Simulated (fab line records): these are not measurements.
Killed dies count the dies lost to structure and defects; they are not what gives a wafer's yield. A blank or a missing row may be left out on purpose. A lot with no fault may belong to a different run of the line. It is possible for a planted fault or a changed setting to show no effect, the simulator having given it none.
fab line records	flow n5_finfet
record: lots: 4	wafers: 10	last_day: 17
route steps=1938 shown BEOL_M2@911 BEOL_M3@931 BEOL_M4@1111 PASSIVATION@1936
lots that met no fault: taken from a fault-free run of the same line
start_h: start of the lot's first displayed wafer, in hours after the record's first day	wait_h: hours elapsed since this lot's preceding step	" repeats the value in the row above	L1.1+2: a single row standing in for several wafers	- either no value or no given start	* or withheld: withheld	< > ~ a bound
route shown NAME@n: a module of which the file shows steps, and the number in the route of the first	usual: mean/standard deviation of fault-free wafers	same: alike in all rows	chamber/n: place in a boat	sites: each site's reading	_std_site: the values' standard deviation	_edge_site: outer sites' mean less inner sites'	radius_mm: how far each site lies from the wafer's centre	mask NAME#n: copy n	behind: the tool/chamber that last shaped the wafer	hold: reason for holding the lot/hours on hold/outcome of the hold	device: which transistor (n, p or np) failed to switch	end of line: at the end of the route, the tests of the same wafers	step lacking rows: just its recipe	killed: the dies lost at the first sort to structure and to defects; this is not the yield of the wafer	map: shows each die of a wafer: x if killed, . if not, _ if none is there
set.NAME: the run value of the setting; set.NAME@STEP: its run value at that earlier step	model.NAME: the simulator's own value behind a step, which no gauge read
lots seen at some steps along the route; tables by step, rows by wafer
services: from which hour (start_h, from the record's first day; less than 0 if before it) a tool's chamber was out of use, for how many hours, and why
== steps ==
step: N5_BEOL_M2_ANNEAL_87
recipe: temp_c: 400	time_s: 240	ambient: vacuum
step: N5_BEOL_M2_SPUTTER_88
recipe: material: Cu	target_thk_a: 45	temp_c: -20	chamber_pressure_pa: 0.07	power_w: withheld	time_s: 8.29
step: N5_BEOL_M2_ANNEAL_89
recipe: temp_c: 400	time_s: 240	ambient: vacuum
step: N5_BEOL_M2_SPUTTER_90
recipe: material: Cu	target_thk_a: 45	temp_c: -20	chamber_pressure_pa: 0.07	power_w: withheld	time_s: 8.29
step: N5_BEOL_M2_ANNEAL_91
recipe: temp_c: 400	time_s: 240	ambient: vacuum
step: N5_BEOL_M2_SPUTTER_92
recipe: material: Cu	target_thk_a: 45	temp_c: -20	chamber_pressure_pa: 0.07	power_w: withheld	time_s: 8.29
step: N5_BEOL_M2_ANNEAL_93
recipe: temp_c: 400	time_s: 240	ambient: vacuum
step: N5_BEOL_M2_SPUTTER_94
recipe: material: Cu	target_thk_a: 45	temp_c: -20	chamber_pressure_pa: 0.07	power_w: withheld	time_s: 8.29
step: N5_BEOL_M2_ANNEAL_95
recipe: temp_c: 400	time_s: 240	ambient: vacuum
step: N5_BEOL_M2_SPUTTER_96
recipe: material: Cu	target_thk_a: 45	temp_c: -20	chamber_pressure_pa: 0.07	power_w: withheld	time_s: 8.29
step: N5_BEOL_M2_ECD_50
recipe: material: Cu	target_thk_a: 3000
step: N5_BEOL_M2_ANNEAL_51
recipe: temp_c: 225	time_s: 90	ambient: N2
step: N5_BEOL_M2_CMP_52
recipe: stop_on: SiOC	t_overpolish_s: 6.8	down_force_psi: 1	platen_rpm: 50	clearing_platen_down_force_psi: 1.5	clearing_platen_rpm: 50	post_cmp_clean: cu_alkaline	target_thk_nm: 40	clearing_platen_pad_velocity_m_s: 0.99484	pad_velocity_m_s: 0.99484
usual: barrier_field_endpoint_s: 24.6/0.57	motor_current_A: 6.5/0.6	overpolish_run_s: 6.800/0.008	slurry_filter_dp_kPa: 13.50/0.13	time_to_endpoint_s: 62.4/2.6
lot.wafer	tool	chamber	start_h	wait_h	barrier_field_endpoint_s	motor_current_A	overpolish_run_s	slurry_filter_dp_kPa	time_to_endpoint_s	model.SiOC_of_BEOL_M2_ILD_DEP_00.thk_nm
L818.1	cmp-03	0	154.70	0.3	25.3	6.2	6.793	13.31	62.9	75.2
L818.6	"	0	"	"	25.2	6.1	6.783	13.31	63.3	76
L818.5	"	1	"	"	25.4	6.7	6.811	13.64	63.8	75
L822.2	cmp-03	2	185.82	0.2	41.1	6.7	0.043	13.67	81.8	78
L822.1	"	0	"	"	24.2	6.2	6.802	13.28	63.1	75.8
L823.2	cmp-03	1	189.65	0.3	41.1	7.0	0.041	13.32	81.8	77.6
L823.3	"	2	"	"	41.1	6.9	0.043	13.37	82.0	77
L838.2	cmp-01	0	286.07	0.4	24.9	7.5	6.804	13.61	59.8	75.2
L838.1	"	3	"	"	25.2	6.1	6.814	13.70	64.3	76
L838.5	"	0	"	"	24.5	7.6	6.798	13.60	59.5	76.4
step: N5_BEOL_M2_THK_MEAS_53
recipe: thk_meas_gauge: xrf	reads: Cu_of_BEOL_M2_ECD_50
usual: M2_THK: 40.5/1.2
lot.wafer	tool	chamber	start_h	wait_h	M2_THK[nm]
L818.1	film_metro-01	-	154.99	-	41.2
L818.5	"	-	"	"	41.4
L818.6	"	-	"	"	41.5
L822.1	film_metro-02	-	186.08	-	39.1
L822.2	"	-	"	"	157.7
L823.2	film_metro-01	-	189.87	-	158.9
L823.3	"	-	"	"	152.9
L838.1	film_metro-01	-	286.37	-	40.8
L838.2	"	-	"	"	40.1
L838.5	"	-	"	"	41.3
step: N5_BEOL_M2_PRE_CLEAN_60
recipe: gas: NH3/H2	time_s: 15	temp_c: *	rf_power_w: 300
step: N5_BEOL_M2_CO_CAP_55
recipe: material: Co	target_thk_a: 20	temp_c: 200	precursor: CCTBA/H2	pressure_torr: 30	time_s: 102.1
step: N5_BEOL_M2_PRE_CLEAN_56
recipe: gas: NH3	time_s: 15	temp_c: withheld	rf_power_w: 300
step: N5_BEOL_M2_DEP_57
recipe: material: SiCN	target_thk_a: 80	temp_c: withheld	precursor: 3MS/NH3	pressure_torr: 3	rf_w: 202	time_s: 14
step: N5_BEOL_M2_INSPECT_59
recipe: inspect_instrument: darkfield	mode: post_dep
usual: raw_defect_count: 71/26
lot.wafer	tool	chamber	start_h	wait_h	raw_defect_count
L818.1	defect_inspect-02	-	155.28	0.0	75
L818.5	"	-	"	"	127
L818.6	"	-	"	"	89
L822.1	defect_inspect-02	-	186.40	0.0	81
L822.2	"	-	"	"	5865
L823.2	defect_inspect-02	-	190.16	0.0	5868
L823.3	"	-	"	"	5760
L838.1	defect_inspect-01	-	286.65	0.0	63
L838.2	"	-	"	"	37
L838.5	"	-	"	"	37
step: N5_BEOL_M3_ILD_DEP_00
recipe: material: SiOC	target_thk_a: 790	temp_c: 350	precursor: DEMS/O2	pressure_torr: 5	rf_w: 500	time_s: 15.3
step: N5_BEOL_M3_PECVD_72
recipe: material: SiO2	target_thk_a: 160	temp_c: 400	precursor: TEOS/O2	pressure_torr: 5.5	rf_w: 450	teos_flow_sccm: 53.8	gas: O2	flow_sccm: 3000	time_s: 18
step: N5_BEOL_M3_HM_DEP_02
recipe: material: TiN	target_thk_a: 200	temp_c: 25	chamber_pressure_pa: 0.49996
step: N5_BEOL_M3_COAT_61
recipe: resist: SOC	temp_c: 250	time_s: 60	spin_rpm: 1500	resist_thk_nm: 60
step: N5_BEOL_M3_COAT_62
recipe: resist: SiARC	temp_c: 220	time_s: 60	spin_rpm: 1500	resist_thk_nm: 12
step: N5_BEOL_M3_COAT_73
recipe: resist: underlayer	temp_c: 205	time_s: 60	spin_rpm: 1500	resist_thk_nm: 5
step: N5_BEOL_M3_COAT_05
recipe: resist: CAR-EUV	spin_rpm: 1500	resist_thk_nm: 30
step: N5_BEOL_M3_EBR_07
recipe: solvent: PGMEA	ebr_width_mm: 1.5
step: N5_BEOL_M3_SOFTBAKE_06
recipe: temp_c: 110	time_s: 60	resist: CAR-EUV
step: N5_BEOL_M3_EXPOSE_08
recipe: mask_id: M3	na: 0.33	source_shape: dipole	sigma_inner: 0.369	sigma_outer: 0.767	polarization: unpolarized	dose_mj: 33
step: N5_BEOL_M3_PEB_09
recipe: peb_temp_c: 100	peb_time_s: 60	resist: CAR-EUV
step: N5_BEOL_M3_DEVELOP_10
recipe: develop_time_s: 30	developer: TMAH	resist: CAR-EUV	rinse_liquid: surfactant_rinse	dry: air_spin	dev_temp_c: 23
step: N5_BEOL_M3_DESCUM_16
recipe: chemistry: O2	time_s: 7	source_power_w: 50	bias_power_w: 20	pressure_mtorr: 20	rf_frequency_hz: 2.712e+07	temp_c: 40	resist: CAR-EUV	o2_flow_sccm: 225
step: N5_BEOL_M3_ETCH_74
recipe: chemistry: N2/H2	target: underlayer	target_depth_a: 65	mask_material: CAR-EUV	time_s: 5.2	ion_energy_ev: 200	pressure_mtorr: 30	source_w: 840	bias_w: 150	n2_flow_sccm: 200	h2_flow_sccm: 200	ends: cleared
step: N5_BEOL_M3_ETCH_63
recipe: chemistry: CF4	target: SiARC	target_depth_a: 156	mask_material: CAR-EUV	time_s: 26	ion_energy_ev: 80	pressure_mtorr: 40	source_w: 545	bias_w: 36	Ar_flow_sccm: 100	cf4_flow_sccm: 100	ends: cleared
step: N5_BEOL_M3_ETCH_64
recipe: chemistry: N2/H2	target: SOC	target_depth_a: 750	overetch_a: 150	mask_material: SiARC	temp_c: 40	time_s: 112.5	ion_energy_ev: 200	pressure_mtorr: 30	source_w: 840	bias_w: 150	n2_flow_sccm: 200	h2_flow_sccm: 200
step: N5_BEOL_M3_STRIP_65
recipe: chemistry: N2/H2	temp_c: 40	n2_flow_sccm: 200	h2_flow_sccm: 200	rf_frequency_hz: 6e+07
step: N5_BEOL_M3_STRIP_75
recipe: chemistry: N2/H2	temp_c: 40	n2_flow_sccm: 200	h2_flow_sccm: 200	rf_frequency_hz: 6e+07
step: N5_BEOL_M4_RC_MEAS_101
usual: DIBL_N: 36.3/1.4	DIBL_P: 36.2/1.5	IOFF_N: 0.160/0.021	IOFF_P: 0.211/0.027	ION_N: 676/7.7	ION_P: 463/5.5	SS_N: 71.4/0.57	SS_P: 73.3/0.58	VT_N: 249.3/2.5	VT_P: -250.1/2.6
lot.wafer	tool	chamber	start_h	wait_h	DIBL_N[mV/V]	DIBL_P[mV/V]	IOFF_N[nA/um]	IOFF_P[nA/um]	ION_N[uA/um]	ION_P[uA/um]	SS_N[mV/dec]	SS_P[mV/dec]	VT_N[mV]	VT_P[mV]
L818.1	prober-02	0	183.55	0.0	39.3	40.3	0.204	0.276	684	468	72.2	74.4	247.3	-245.4
L818.5	"	0	"	"	37.5	37.0	0.157	0.220	679	463	71.8	74.5	250.5	-245.8
L818.6	"	0	"	"	37.5	37.4	0.174	0.225	678	458	71.0	74.0	248.4	-248.4
L822.1	prober-01	0	214.24	0.0	36.2	33.7	0.142	0.184	674	459	71.1	72.7	248.7	-250.0
L838.1	prober-01	0	313.17	0.0	35.4	35.1	0.131	0.199	674	464	71.6	72.8	253.6	-252.5
L838.2	"	0	"	"	39.0	38.7	0.198	0.253	678	463	72.7	73.9	248.9	-249.4
L838.5	"	0	"	"	35.8	35.4	0.136	0.192	668	455	72.0	72.1	253.2	-252.4
step: N5_PASSIVATION_PROBE_49
usual: defect_limited_yield: 91.3/1.4	killed_at_M0_to_M3: 34/10	killed_at_M4_up: 13/4.8	killed_at_contacts: 12/6.1	killed_at_front_end: 40/11	killed_at_other: 3.7/2.8	killed_dies: 103/16	killed_on_rim: 13/3.6	killed_open: 67/12	killed_short: 34/7.4	sort_bin_5_function: 5.1/0.95	sort_bin_6_memory: 3.2/0.62	sort_n_pass: 1077/16	sort_yield_pct: 91.3/1.4
same: gross_dies: 1180	killed_at_back_side: 0	sort_bin_4_leakage[%]: 0	sort_bin_8_speed[%]: 0
lot.wafer	tool	chamber	start_h	wait_h	defect_limited_yield[%]	killed_at_M0_to_M3	killed_at_M4_up	killed_at_contacts	killed_at_front_end	killed_at_other	killed_dies	killed_on_rim	killed_open	killed_short	sort_bin_5_function[%]	sort_bin_6_memory[%]	sort_n_pass	sort_yield_pct[%]
L818.1	prober-02	-	285.53	0.0	89.5	32	14	12	63	3	124	15	86	37	6.4	3.7	1056	89.5
L818.5	prober-02	-	285.73	0.2	91.1	45	22	7	24	7	105	18	77	28	5.7	2.9	1075	91.1
L818.6	prober-02	-	285.78	0.3	90.3	30	16	18	44	6	114	13	80	30	5.6	3.7	1066	90.3
L823.2	prober-02	-	307.44	0.1	0	1117	12	6	41	4	1180	152	59	41	4.0	4.1	0	0
L823.3	prober-02	-	307.49	0.1	0	1115	10	7	47	1	1180	152	58	35	5.2	2.2	0	0
L822.1	prober-02	-	315.74	0.0	92.6	19	17	18	30	3	87	18	64	22	4.2	3.0	1093	92.6
L822.2	prober-02	-	315.79	0.1	0	1117	11	15	26	11	1180	152	71	41	4.9	4.2	0	0
L838.1	prober-02	-	416.03	0.0	89.8	45	19	8	47	1	120	14	75	43	7.0	2.8	1060	89.8
L838.2	prober-02	-	416.08	0.1	91.4	30	22	18	31	1	102	12	64	36	4.6	3.5	1078	91.4
L838.5	prober-02	-	416.23	0.2	93.2	20	11	12	36	1	80	14	50	28	4.5	2.1	1100	93.2
killed by level:class
L818.1 STI_FIN_REVEAL:geometric_particle:open=17 FIN_SAQP:geometric_particle:open=15 FIN_SAQP:geometric_particle:short=10 MOL_CONTACT_COAG:geometric_particle:open=10 BEOL_M2:geometric_particle:open=8 BEOL_M0:geometric_particle:open=6 STI_FIN_REVEAL:geometric_particle:short=5 BEOL_M1:geometric_particle:short=5
L818.5 BEOL_M4:geometric_particle:open=12 BEOL_M0:geometric_particle:open=11 BEOL_M0_SAQP:geometric_particle:open=8 BEOL_M0_SAQP:geometric_particle:short=8 MOL_CONTACT_COAG:geometric_particle:open=6 STI_FIN_REVEAL:geometric_particle:open=5 BEOL_M2:geometric_particle:open=5 FIN_SAQP:geometric_particle:open=4
L818.6 MOL_CONTACT_COAG:geometric_particle:open=14 FIN_SAQP:geometric_particle:open=13 GATE_CUT:geometric_particle:open=8 BEOL_M4:geometric_particle:open=8 FIN_SAQP:geometric_particle:short=5 BEOL_M1:geometric_particle:open=5 GATE_CUT:geometric_particle:short=4 MOL_CONTACT_COAG:geometric_particle:short=4
L823.2 BEOL_M2:area_cmp=1079 BEOL_M0_SAQP:geometric_particle:open=12 FIN_SAQP:geometric_particle:short=10 BEOL_M0_SAQP:geometric_particle:short=10 BEOL_M4:geometric_particle:open=7 STI_FIN_REVEAL:geometric_particle:open=6 FIN_SAQP:geometric_particle:open=5 GATE_CUT:geometric_particle:short=5
L823.3 BEOL_M2:area_cmp=1087 FIN_SAQP:geometric_particle:short=15 FIN_SAQP:geometric_particle:open=8 STI_FIN_REVEAL:geometric_particle:open=8 BEOL_M0_SAQP:geometric_particle:open=8 BEOL_M0_SAQP:geometric_particle:short=6 MOL_CONTACT_COAG:geometric_particle:open=6 BEOL_M2:geometric_particle:open=5
L822.1 MOL_CONTACT_COAG:geometric_particle:open=15 DUMMY_GATE:geometric_particle:open=10 BEOL_M4:geometric_particle:open=10 STI_FIN_REVEAL:geometric_particle:open=5 BEOL_M0_SAQP:geometric_particle:short=5 DUMMY_GATE:geometric_particle:short=3 GATE_CUT:geometric_particle:open=3 BEOL_M3:geometric_particle:open=3
L822.2 BEOL_M2:area_cmp=1068 BEOL_M0_SAQP:geometric_particle:short=15 MOL_CONTACT_COAG:geometric_particle:open=12 BEOL_M0_SAQP:geometric_particle:open=9 FIN_SAQP:geometric_particle:open=7 BEOL_M3:geometric_particle:open=7 BEOL_M1:geometric_particle:open=6 BEOL_M4:geometric_particle:open=6
L838.1 BEOL_M0_SAQP:geometric_particle:open=15 STI_FIN_REVEAL:geometric_particle:open=12 BEOL_M0_SAQP:geometric_particle:short=10 BEOL_M4:geometric_particle:open=9 GATE_CUT:geometric_particle:short=7 BEOL_M3:geometric_particle:open=6 MOL_CONTACT_COAG:geometric_particle:open=5 BEOL_M2:geometric_particle:open=5
L838.2 MOL_CONTACT_COAG:geometric_particle:open=12 BEOL_M0_SAQP:geometric_particle:open=10 BEOL_M4:geometric_particle:open=10 BEOL_M0_SAQP:geometric_particle:short=8 GATE_CUT:geometric_particle:short=7 MOL_CONTACT_COAG:geometric_particle:short=6 BEOL_M3:geometric_particle:open=6 FIN_SAQP:geometric_particle:short=5
L838.5 MOL_CONTACT_COAG:geometric_particle:open=9 GATE_CUT:geometric_particle:open=7 DUMMY_GATE:geometric_particle:open=6 BEOL_M0_SAQP:geometric_particle:short=6 BEOL_M0_SAQP:geometric_particle:open=6 GATE_CUT:geometric_particle:short=5 BEOL_M4:geometric_particle:open=5 STARTING-WAFER:geometric_particle:open=4
map L822.2 (x killed, . not)
_________________xxxxxxxxxxxx________________
______________xxxxxxxxxxxxxxxxxx_____________
___________xxxxxxxxxxxxxxxxxxxxxxxx__________
__________xxxxxxxxxxxxxxxxxxxxxxxxxx_________
________xxxxxxxxxxxxxxxxxxxxxxxxxxxxxx_______
_______xxxxxxxxxxxxxxxxxxxxxxxxxxxxxxxx______
______xxxxxxxxxxxxxxxxxxxxxxxxxxxxxxxxxx_____
_____xxxxxxxxxxxxxxxxxxxxxxxxxxxxxxxxxxxx____
____xxxxxxxxxxxxxxxxxxxxxxxxxxxxxxxxxxxxxx___
___xxxxxxxxxxxxxxxxxxxxxxxxxxxxxxxxxxxxxxxx__
___xxxxxxxxxxxxxxxxxxxxxxxxxxxxxxxxxxxxxxxx__
__xxxxxxxxxxxxxxxxxxxxxxxxxxxxxxxxxxxxxxxxxx_
__xxxxxxxxxxxxxxxxxxxxxxxxxxxxxxxxxxxxxxxxxx_
_xxxxxxxxxxxxxxxxxxxxxxxxxxxxxxxxxxxxxxxxxxxx
_xxxxxxxxxxxxxxxxxxxxxxxxxxxxxxxxxxxxxxxxxxxx
_xxxxxxxxxxxxxxxxxxxxxxxxxxxxxxxxxxxxxxxxxxxx
_xxxxxxxxxxxxxxxxxxxxxxxxxxxxxxxxxxxxxxxxxxxx
_xxxxxxxxxxxxxxxxxxxxxxxxxxxxxxxxxxxxxxxxxxxx
_xxxxxxxxxxxxxxxxxxxxxxxxxxxxxxxxxxxxxxxxxxxx
_xxxxxxxxxxxxxxxxxxxxxxxxxxxxxxxxxxxxxxxxxxxx
_xxxxxxxxxxxxxxxxxxxxxxxxxxxxxxxxxxxxxxxxxxxx
__xxxxxxxxxxxxxxxxxxxxxxxxxxxxxxxxxxxxxxxxxx_
__xxxxxxxxxxxxxxxxxxxxxxxxxxxxxxxxxxxxxxxxxx_
___xxxxxxxxxxxxxxxxxxxxxxxxxxxxxxxxxxxxxxxx__
___xxxxxxxxxxxxxxxxxxxxxxxxxxxxxxxxxxxxxxxx__
____xxxxxxxxxxxxxxxxxxxxxxxxxxxxxxxxxxxxxx___
_____xxxxxxxxxxxxxxxxxxxxxxxxxxxxxxxxxxxx____
______xxxxxxxxxxxxxxxxxxxxxxxxxxxxxxxxxx_____
_______xxxxxxxxxxxxxxxxxxxxxxxxxxxxxxxx______
________xxxxxxxxxxxxxxxxxxxxxxxxxxxxxx_______
__________xxxxxxxxxxxxxxxxxxxxxxxxxx_________
___________xxxxxxxxxxxxxxxxxxxxxxxx__________
______________xxxxxxxxxxxxxxxxxx_____________
_________________xxxxxxxxxxxx________________
map L823.2 (x killed, . not)
_________________xxxxxxxxxxxx________________
______________xxxxxxxxxxxxxxxxxx_____________
___________xxxxxxxxxxxxxxxxxxxxxxxx__________
__________xxxxxxxxxxxxxxxxxxxxxxxxxx_________
________xxxxxxxxxxxxxxxxxxxxxxxxxxxxxx_______
_______xxxxxxxxxxxxxxxxxxxxxxxxxxxxxxxx______
______xxxxxxxxxxxxxxxxxxxxxxxxxxxxxxxxxx_____
_____xxxxxxxxxxxxxxxxxxxxxxxxxxxxxxxxxxxx____
____xxxxxxxxxxxxxxxxxxxxxxxxxxxxxxxxxxxxxx___
___xxxxxxxxxxxxxxxxxxxxxxxxxxxxxxxxxxxxxxxx__
___xxxxxxxxxxxxxxxxxxxxxxxxxxxxxxxxxxxxxxxx__
__xxxxxxxxxxxxxxxxxxxxxxxxxxxxxxxxxxxxxxxxxx_
__xxxxxxxxxxxxxxxxxxxxxxxxxxxxxxxxxxxxxxxxxx_
_xxxxxxxxxxxxxxxxxxxxxxxxxxxxxxxxxxxxxxxxxxxx
_xxxxxxxxxxxxxxxxxxxxxxxxxxxxxxxxxxxxxxxxxxxx
_xxxxxxxxxxxxxxxxxxxxxxxxxxxxxxxxxxxxxxxxxxxx
_xxxxxxxxxxxxxxxxxxxxxxxxxxxxxxxxxxxxxxxxxxxx
_xxxxxxxxxxxxxxxxxxxxxxxxxxxxxxxxxxxxxxxxxxxx
_xxxxxxxxxxxxxxxxxxxxxxxxxxxxxxxxxxxxxxxxxxxx
_xxxxxxxxxxxxxxxxxxxxxxxxxxxxxxxxxxxxxxxxxxxx
_xxxxxxxxxxxxxxxxxxxxxxxxxxxxxxxxxxxxxxxxxxxx
__xxxxxxxxxxxxxxxxxxxxxxxxxxxxxxxxxxxxxxxxxx_
__xxxxxxxxxxxxxxxxxxxxxxxxxxxxxxxxxxxxxxxxxx_
___xxxxxxxxxxxxxxxxxxxxxxxxxxxxxxxxxxxxxxxx__
___xxxxxxxxxxxxxxxxxxxxxxxxxxxxxxxxxxxxxxxx__
____xxxxxxxxxxxxxxxxxxxxxxxxxxxxxxxxxxxxxx___
_____xxxxxxxxxxxxxxxxxxxxxxxxxxxxxxxxxxxx____
______xxxxxxxxxxxxxxxxxxxxxxxxxxxxxxxxxx_____
_______xxxxxxxxxxxxxxxxxxxxxxxxxxxxxxxx______
________xxxxxxxxxxxxxxxxxxxxxxxxxxxxxx_______
__________xxxxxxxxxxxxxxxxxxxxxxxxxx_________
___________xxxxxxxxxxxxxxxxxxxxxxxx__________
______________xxxxxxxxxxxxxxxxxx_____________
_________________xxxxxxxxxxxx________________
== services ==
tool	chamber	start_h	hours	kind
cmp-01	-	140.30	2.7	repair
cmp-03	-	148.96	0.9	repair
cmp-01	-	157.30	1.3	repair
cmp-03	-	193.33	4.0	pm
cmp-03	-	197.33	-	consumable_replace:conditioner
cmp-03	-	197.33	-	consumable_replace:pad
cmp-03	-	197.70	1.8	repair
cmp-03	-	200.88	9.4	pm
cmp-03	-	214.96	4.3	pm
cmp-03	-	223.26	2.5	repair
cmp-01	-	240.96	2.3	repair
cmp-01	-	251.52	6.1	repair
cmp-03	-	281.72	1.9	repair
cmp-03	-	285.20	0.5	repair
== key ==
first_sign: step: N5_BEOL_M2_CMP_52	reading: overpolish_run_s	direction: down	sigmas: 99+	usual: 6.800	struck: 0.042
effect: step: N5_BEOL_M2_CMP_52	reading: barrier_field_endpoint_s	direction: up	sigmas: 29	usual: 24.6	struck: 41.1
effect: step: N5_BEOL_M2_THK_MEAS_53	reading: M2_THK	direction: up	sigmas: 99+	usual: 40.5	struck: 156.5
effect: step: N5_BEOL_M2_INSPECT_59	reading: raw_defect_count	direction: up	sigmas: 99+	usual: 71	struck: 5831
effect: step: N5_PASSIVATION_PROBE_49	reading: killed_at_M0_to_M3	direction: up	sigmas: 99+	usual: 34	struck: 1116
model_effect: step: N5_BEOL_M2_CMP_52	value: SiOC_of_BEOL_M2_ILD_DEP_00.thk_nm	without: 76.07	struck: 77.53
more_kills_born_at: N5_BEOL_M2_CMP_52@cmp-03: 3234
met_at N5_BEOL_M2_CMP_52
struck_wafers L822.2,L823.2,L823.3
later_rows_left_out L822.2,L823.2,L823.3
onset_between 154.70 185.82
fault: kind: process_parameter_drift	tool: cmp-03	chamber: -	onset_h: 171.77	steps: N5_BEOL_M2_CMP_52	channel: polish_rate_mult	offset: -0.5	shape: step	end_h: 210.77	scope: struck_wafers_only
later_rows_left_out: the simulator's readings of these wafers behind a module that went badly wrong aren't trusted and aren't shown, but for the sort
